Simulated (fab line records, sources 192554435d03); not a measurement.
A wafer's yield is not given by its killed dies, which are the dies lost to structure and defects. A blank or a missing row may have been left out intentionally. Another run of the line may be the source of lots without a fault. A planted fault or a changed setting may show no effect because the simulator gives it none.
fab line records	flow n5_finfet
record lots=6	wafers=16	last_day=17
route steps=1938 shown BEOL_M2@914 BEOL_M4@1111 PASSIVATION@1936
lots with no fault: from the same line, run without faults
start_h: the number of hours between the record's first day and the start of the first shown wafer of the lot	wait_h: hours elapsed since this lot's preceding step	" identical to the entry in the row above	L1.1+2: a single row standing in for several wafers	- no value present, or no start provided	* or withheld: withheld	< > ~ a bound
route shown NAME@n: a module of which the file shows steps, and the number in the route of the first	usual: average and standard deviation across the fault-free wafers	same: alike in all rows	chamber/n: place in a boat	sites: per-site readings	_std_site: their standard deviation	_edge_site: mean of outer sites minus mean of inner sites	radius_mm: for every site, how far away it sits from the centre of the wafer	mask NAME#n: copy n	behind: the tool/chamber that last shaped the wafer	hold: the reason the lot was held/the length of the hold in hours/how it ended	device: whichever transistor did not switch (one of n, p or np)	end of line: tests of these same wafers at the route's end	where a step has no rows: the recipe by itself	killed: dies lost to structure and defects at the first sort, not the wafer's yield	map: the dies of a wafer, with x for killed, . for not killed, _ for no die there
set.NAME: the setting that was run; set.NAME@STEP: the one run at that earlier step	model.NAME: the simulator's own value behind a step, which no gauge read
lots seen at some steps along the route; tables by step, rows by wafer
services: when a tool's chamber went out of use (start_h, in hours from the record's first day, below 0 if earlier), for how many hours, and the reason
## steps
# step N5_BEOL_M2_SPUTTER_90
# recipe material=Cu	target_thk_a=45	temp_c=-20	chamber_pressure_pa=0.07	power_w=withheld	time_s=8.29
# step N5_BEOL_M2_ANNEAL_91
# recipe temp_c=400	time_s=240	ambient=vacuum
# step N5_BEOL_M2_SPUTTER_92
# recipe material=Cu	target_thk_a=45	temp_c=-20	chamber_pressure_pa=0.07	power_w=withheld	time_s=8.29
# step N5_BEOL_M2_ANNEAL_93
# recipe temp_c=400	time_s=240	ambient=vacuum
# usual heater_power_w=825/81
lot.wafer	tool	chamber	start_h	wait_h	heater_power_w
L383.4	pvd_sputter-02	-	143.14	0.0	812
L383.5	"	-	"	"	739
L383.6	"	-	"	"	920
L384.1	pvd_sputter-01	-	146.81	0.0	781
L384.3	"	-	"	"	854
L384.4	"	-	"	"	827
L392.2	pvd_sputter-03	-	199.70	0.0	1052
L392.5	"	-	"	"	806
L393.5	pvd_sputter-03	-	201.95	0.1	1017
L393.6	"	-	"	"	796
L400.1	pvd_sputter-01	-	252.30	0.0	853
L400.4	"	-	"	"	812
L400.6	"	-	"	"	813
L405.1	pvd_sputter-01	-	282.02	0.0	748
L405.2	"	-	"	"	853
L405.4	"	-	"	"	863
# step N5_BEOL_M2_SPUTTER_94
# recipe material=Cu	target_thk_a=45	temp_c=-20	chamber_pressure_pa=0.07	power_w=withheld	time_s=8.29
# usual throttle_valve_pct=29.6/1.1
lot.wafer	tool	chamber	start_h	wait_h	throttle_valve_pct
L383.4	pvd_sputter-02	-	143.28	0.1	30.5
L383.5	"	-	"	"	29.1
L383.6	"	-	"	"	29.3
L384.1	pvd_sputter-01	-	146.95	0.1	29.2
L384.3	"	-	"	"	28.9
L384.4	"	-	"	"	30.7
L392.2	pvd_sputter-03	-	199.84	0.1	29.6
L392.5	"	-	"	"	31.3
L393.5	pvd_sputter-03	-	202.06	0.0	29.4
L393.6	"	-	"	"	31.5
L400.1	pvd_sputter-01	-	252.44	0.1	29.0
L400.4	"	-	"	"	28.9
L400.6	"	-	"	"	28.8
L405.1	pvd_sputter-01	-	282.16	0.1	29.2
L405.2	"	-	"	"	31.0
L405.4	"	-	"	"	28.7
# step N5_BEOL_M2_ANNEAL_95
# recipe temp_c=400	time_s=240	ambient=vacuum
# usual heater_power_w=825/83
lot.wafer	tool	chamber	start_h	wait_h	heater_power_w
L383.4	pvd_sputter-02	-	143.36	0.0	795
L383.5	"	-	"	"	722
L383.6	"	-	"	"	928
L384.1	pvd_sputter-01	-	147.03	0.0	762
L384.3	"	-	"	"	866
L384.4	"	-	"	"	814
L392.2	pvd_sputter-03	-	199.92	0.0	1016
L392.5	"	-	"	"	779
L393.5	pvd_sputter-03	-	202.17	0.1	1052
L393.6	"	-	"	"	800
L400.1	pvd_sputter-01	-	252.52	0.0	852
L400.4	"	-	"	"	828
L400.6	"	-	"	"	819
L405.1	pvd_sputter-01	-	282.24	0.0	754
L405.2	"	-	"	"	862
L405.4	"	-	"	"	851
# step N5_BEOL_M2_SPUTTER_96
# recipe material=Cu	target_thk_a=45	temp_c=-20	chamber_pressure_pa=0.07	power_w=withheld	time_s=8.29
# step N5_BEOL_M2_ECD_50
# recipe material=Cu	target_thk_a=3000
# step N5_BEOL_M2_ANNEAL_51
# recipe temp_c=225	time_s=90	ambient=N2
# step N5_BEOL_M2_CMP_52
# recipe stop_on=SiOC	t_overpolish_s=6.8	down_force_psi=1	platen_rpm=50	clearing_platen_down_force_psi=1.5	clearing_platen_rpm=50	post_cmp_clean=cu_alkaline	target_thk_nm=40	clearing_platen_pad_velocity_m_s=0.99484	pad_velocity_m_s=0.99484
# usual barrier_field_endpoint_s=24.4/0.61	motor_current_A=6.0/0.55	overpolish_run_s=6.800/0.0092	time_to_endpoint_s=62.3/2.9
lot.wafer	tool	chamber	start_h	wait_h	barrier_field_endpoint_s	motor_current_A	overpolish_run_s	time_to_endpoint_s
L383.4	cmp-02	0	144.09	0.2	25.4	6.4	6.790	62.9
L383.6	"	3	"	"	24.7	5.2	6.806	64.1
L383.5	"	0	"	"	24.3	6.0	6.812	62.3
L384.3	cmp-04	1	147.71	0.2	24.9	6.1	6.798	60.5
L384.1	"	3	"	"	25.3	6.5	6.808	64.6
L384.4	"	0	"	"	25.0	5.6	6.805	62.5
L392.2	cmp-01	3	200.91	0.3	24.4	5.6	6.788	61.5
L392.5	"	1	"	"	25.4	6.1	6.789	63.4
L393.6	cmp-04	0	203.17	0.2	25.3	5.6	6.808	65.7
L393.5	"	1	"	"	25.2	6.1	6.799	66.2
L400.4	cmp-02	0	253.16	0.1	24.6	6.2	6.800	64.2
L400.1	"	2	"	"	24.7	6.6	6.805	65.6
L400.6	"	1	"	"	24.9	6.2	6.807	67.9
L405.1	cmp-04	3	282.87	0.3	25.0	6.2	6.793	65.6
L405.2	"	0	"	"	24.8	5.8	6.797	61.5
L405.4	"	1	"	"	24.4	5.9	6.804	63.7
# step N5_BEOL_M2_THK_MEAS_53
# recipe thk_meas_gauge=xrf	reads=Cu_of_BEOL_M2_ECD_50
# usual M2_THK=40.1/1.3
lot.wafer	tool	chamber	start_h	wait_h	M2_THK[nm]
L383.4	film_metro-01	-	144.35	-	38.6
L383.5	"	-	"	"	39.7
L383.6	"	-	"	"	39.4
L384.1	film_metro-01	-	148.01	-	41.4
L384.3	"	-	"	"	40.5
L384.4	"	-	"	"	40.0
L392.2	film_metro-01	-	201.09	-	38.7
L392.5	"	-	"	"	39.7
L393.5	film_metro-01	-	203.32	-	40.4
L393.6	"	-	"	"	43.1
L400.1	film_metro-01	-	253.45	-	42.0
L400.4	"	-	"	"	40.7
L400.6	"	-	"	"	39.1
L405.1	film_metro-01	-	283.16	-	41.0
L405.2	"	-	"	"	40.3
L405.4	"	-	"	"	39.9
# step N5_BEOL_M2_PRE_CLEAN_60
# recipe gas=NH3/H2	time_s=15	temp_c=*	rf_power_w=300
# usual heater_power_w=87/25
lot.wafer	tool	chamber	start_h	wait_h	heater_power_w
L383.4	cvd_co-02	1	144.40	0.1	70
L383.5	"	0	"	"	126
L383.6	"	2	"	"	70
L384.1	cvd_co-02	0	148.04	0.0	125
L384.3	"	2	"	"	69
L384.4	"	2	"	"	68
L392.2	cvd_co-02	0	201.15	0.1	124
L392.5	"	1	"	"	68
L393.5	cvd_co-02	2	203.44	0.1	70
L393.6	"	0	"	"	126
L400.1	cvd_co-01	0	253.49	0.0	65
L400.4	"	0	"	"	66
L400.6	"	1	"	"	93
L405.1	cvd_co-01	0	283.20	0.0	64
L405.2	"	1	"	"	91
L405.4	"	2	"	"	86
# step N5_BEOL_M2_CO_CAP_55
# recipe material=Co	target_thk_a=20	temp_c=200	precursor=CCTBA/H2	pressure_torr=30	time_s=102.1
# usual heater_power_w=239/31	run_length_s=125.0/0.43
lot.wafer	tool	chamber	start_h	wait_h	heater_power_w	run_length_s	model.Co_of_BEOL_M2_CO_CAP_55.thk_nm
L383.4	cvd_co-02	1	144.46	0.0	216	124.8	2
L383.5	"	0	"	"	293	124.9	2
L383.6	"	2	"	"	216	125.6	1.8
L384.1	cvd_co-02	0	148.08	0.0	288	124.8	2.2
L384.3	"	2	"	"	223	124.7	2
L384.4	"	2	"	"	217	125.6	2
L392.2	cvd_co-02	0	201.19	0.0	289	124.7	2.4
L392.5	"	1	"	"	215	85.5	1.4
L393.5	cvd_co-02	2	203.49	0.0	220	85.6	1.2
L393.6	"	0	"	"	285	85.6	1.4
L400.1	cvd_co-01	0	253.53	0.0	217	124.2	2
L400.4	"	0	"	"	213	123.7	1.8
L400.6	"	1	"	"	252	124.9	2
L405.1	cvd_co-01	0	283.24	0.0	213	123.7	2
L405.2	"	1	"	"	246	124.9	1.8
L405.4	"	2	"	"	229	126.0	2
# step N5_BEOL_M2_PRE_CLEAN_56
# recipe gas=NH3	time_s=15	temp_c=withheld	rf_power_w=300
# step N5_BEOL_M4_RC_MEAS_101
# usual DIBL_N=36.0/1.7	DIBL_P=35.8/2	IOFF_N=0.15/0.03	IOFF_P=0.20/0.037	ION_N=670/12	ION_P=460/7.2	SS_N=71.5/0.68	SS_P=73.2/0.65	VT_N=250/3.1	VT_P=-251/3.4
lot.wafer	tool	chamber	start_h	wait_h	DIBL_N[mV/V]	DIBL_P[mV/V]	IOFF_N[nA/um]	IOFF_P[nA/um]	ION_N[uA/um]	ION_P[uA/um]	SS_N[mV/dec]	SS_P[mV/dec]	VT_N[mV]	VT_P[mV]
L384.1	prober-01	0	175.47	0.0	36.5	34.6	0.14	0.19	664	451	72.2	73.3	252	-254
L384.3	"	0	"	"	33.3	31.9	0.10	0.16	652	456	70.6	72.2	256	-255
L384.4	"	0	"	"	35.3	34.9	0.14	0.20	683	471	71.2	72.7	250	-250
L383.4	prober-01	0	178.56	0.5	37.1	37.2	0.18	0.23	689	468	71.3	73.4	246	-247
L383.5	"	0	"	"	37.3	37.3	0.18	0.23	673	456	71.4	73.2	249	-250
L383.6	"	0	"	"	37.1	37.4	0.19	0.25	684	471	71.3	73.9	245	-249
L392.2	prober-02	0	231.30	0.2	34.7	34.6	0.16	0.22	689	475	70.4	72.6	247	-247
L392.5	"	0	"	"	38.2	37.0	0.23	0.26	679	461	72.8	74.0	246	-245
L393.5	prober-01	0	238.12	0.6	34.3	33.0	0.12	0.18	659	460	70.6	73.1	252	-251
L393.6	"	0	"	"	36.8	36.2	0.15	0.21	660	450	71.4	73.0	250	-250
L400.1	prober-02	0	281.94	0.0	33.0	31.7	0.11	0.16	661	464	70.7	71.9	253	-251
L400.4	"	0	"	"	34.2	32.2	0.12	0.16	659	452	70.9	72.3	256	-252
L400.6	"	0	"	"	34.5	33.0	0.12	0.18	661	463	71.3	72.0	254	-250
L405.1	prober-02	0	305.10	0.0	36.5	36.3	0.16	0.22	680	466	71.0	73.4	249	-250
L405.2	"	0	"	"	39.0	38.8	0.23	0.27	699	471	71.5	74.2	242	-246
L405.4	"	0	"	"	38.6	38.2	0.20	0.26	688	468	71.6	74.0	245	-246
# step N5_PASSIVATION_PROBE_49
# usual defect_limited_yield=91.4/1.5	killed_at_M0_to_M3=32/9.8	killed_at_M4_up=15/5.6	killed_at_contacts=12/5.4	killed_at_front_end=40/13	killed_at_other=3.0/2.1	killed_dies=102/17	killed_open=67/13	killed_short=32/7.1	sort_bin_5_function=5.1/0.96	sort_bin_6_memory=3.2/0.7	sort_n_pass=1078/18	sort_yield_pct=91.3/1.5
# same gross_dies=1180	killed_at_back_side=0	sort_bin_4_leakage[%]=0	sort_bin_8_speed[%]=0
lot.wafer	tool	chamber	start_h	wait_h	defect_limited_yield[%]	killed_at_M0_to_M3	killed_at_M4_up	killed_at_contacts	killed_at_front_end	killed_at_other	killed_dies	killed_open	killed_short	sort_bin_5_function[%]	sort_bin_6_memory[%]	sort_n_pass	sort_yield_pct[%]
L384.1	prober-02	-	289.45	0.0	90.7	36	26	8	39	1	110	70	38	5.6	3.4	1070	90.7
L384.3	prober-02	-	289.55	0.1	89.7	42	15	9	54	2	122	90	28	5.9	3.9	1058	89.7
L384.4	prober-02	-	289.60	0.2	89.3	50	10	18	47	1	126	78	45	6.4	3.6	1054	89.3
L393.5	prober-01	-	347.64	0.2	92.1	43	15	14	20	1	93	69	23	4.1	3.6	1087	92.1
L393.6	prober-01	-	347.69	0.3	90.6	48	20	7	28	8	111	69	39	6.0	3.1	1069	90.6
L400.1	prober-02	-	393.83	0.0	92.6	31	13	13	27	3	87	60	23	4.1	2.8	1093	92.6
L400.4	prober-02	-	393.98	0.2	93.9	22	11	9	27	3	72	55	14	4.2	1.6	1108	93.9
L400.6	prober-02	-	394.08	0.3	91.9	31	14	15	32	3	95	59	30	4.2	2.9	1085	91.9
# killed by level:class
L384.1 BEOL_M0_SAQP:geometric_particle:short=12 BEOL_M4:geometric_particle:open=8 BEOL_M5:geometric_particle:open=8 FIN_SAQP:geometric_particle:open=7 BEOL_M0_SAQP:geometric_particle:open=7 FIN_SAQP:geometric_particle:short=6 DUMMY_GATE:geometric_particle:open=6 STI_FIN_REVEAL:geometric_particle:open=5
L384.3 STI_FIN_REVEAL:geometric_particle:open=20 BEOL_M0_SAQP:geometric_particle:open=18 FIN_SAQP:geometric_particle:open=9 DUMMY_GATE:geometric_particle:open=9 FIN_SAQP:geometric_particle:short=7 BEOL_M3:geometric_particle:open=7 BEOL_M0_SAQP:geometric_particle:short=6 BEOL_M2:geometric_particle:open=6
L384.4 BEOL_M0_SAQP:geometric_particle:open=17 FIN_SAQP:geometric_particle:short=13 MOL_CONTACT_COAG:geometric_particle:open=13 BEOL_M2:geometric_particle:open=10 STI_FIN_REVEAL:geometric_particle:open=7 BEOL_M0_SAQP:geometric_particle:short=7 FIN_SAQP:geometric_particle:open=6 BEOL_M4:geometric_particle:open=5
L393.5 BEOL_M3:geometric_particle:open=14 MOL_CONTACT_COAG:geometric_particle:open=13 BEOL_M0_SAQP:geometric_particle:open=7 FIN_SAQP:geometric_particle:short=6 BEOL_M2:geometric_particle:open=5 BEOL_M0_SAQP:geometric_particle:short=4 BEOL_M1:geometric_particle:open=4 BEOL_M4:geometric_particle:open=4
L393.6 BEOL_M0_SAQP:geometric_particle:short=11 BEOL_M0:geometric_particle:open=9 BEOL_M3:geometric_particle:open=8 MOL_CONTACT_COAG:geometric_particle:open=7 STARTING-WAFER:geometric_particle:short=6 FIN_SAQP:geometric_particle:open=5 DUMMY_GATE:geometric_particle:open=5 BEOL_M1:geometric_particle:open=5
L400.1 BEOL_M2:geometric_particle:open=13 MOL_CONTACT_COAG:geometric_particle:open=8 STI_FIN_REVEAL:geometric_particle:open=6 BEOL_M1:geometric_particle:open=6 MOL_CONTACT_COAG:geometric_particle:short=5 ILD0:geometric_particle:open=4 BEOL_M5:geometric_particle:open=4 HKMG_FIN:area_etch=4
L400.4 BEOL_M2:geometric_particle:open=11 MOL_CONTACT_COAG:geometric_particle:open=8 DUMMY_GATE:geometric_particle:open=6 BEOL_M5:geometric_particle:open=5 FIN_SAQP:geometric_particle:open=4 BEOL_M0_SAQP:geometric_particle:open=4 STI_FIN_REVEAL:geometric_particle:open=3 FIN_SAQP:geometric_particle:short=2
L400.6 MOL_CONTACT_COAG:geometric_particle:open=15 BEOL_M2:geometric_particle:open=9 FIN_SAQP:geometric_particle:short=7 STI_FIN_REVEAL:geometric_particle:open=5 BEOL_M0_SAQP:geometric_particle:short=5 BEOL_M2:geometric_particle:short=5 BEOL_M0_SAQP:geometric_particle:open=4 BEOL_M1:geometric_particle:open=4
## services
tool	chamber	start_h	hours	kind
cmp-01	-	121.61	1.0	repair
cmp-02	-	126.03	1.2	repair
cmp-04	-	128.05	1.6	repair
cmp-01	-	147.65	1.7	repair
cvd_co-01	-	161.67	2.8	pm
cmp-04	-	168.60	0.6	repair
cmp-04	-	176.36	1.2	repair
cmp-01	-	180.66	6.0	pm
cvd_co-01	-	184.46	0.6	repair
pvd_sputter-02	-	200.34	4.0	repair
cmp-04	-	210.91	1.6	repair
cmp-01	-	216.91	1.5	repair
cmp-02	-	219.64	0.7	repair
cmp-04	-	235.93	5.2	pm
cmp-01	-	243.50	4.0	pm
cmp-04	-	243.75	1.7	repair
cmp-01	-	247.50	-	consumable_replace:conditioner
cmp-01	-	247.50	-	consumable_replace:pad
cmp-02	-	247.50	5.6	pm
## key
first_sign step=N5_BEOL_M2_CO_CAP_55	reading=run_length_s	direction=down	sigmas=92	usual=*	struck=*
effect none on later readings
model_effect step=N5_BEOL_M2_CO_CAP_55	value=Co_of_BEOL_M2_CO_CAP_55.thk_nm	without=2.133	struck=1.333
met_at N5_BEOL_M2_CO_CAP_55
struck_wafers L392.5,L393.5,L393.6
onset_between 148.08 201.19
fault kind=process_parameter_drift	tool=cvd_co-02	chamber=-	onset_h=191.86	steps=N5_BEOL_M2_CO_CAP_55	channel=time_s	offset=*	shape=step	end_h=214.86	scope=struck_wafers_only	acts_in=*	stated=*
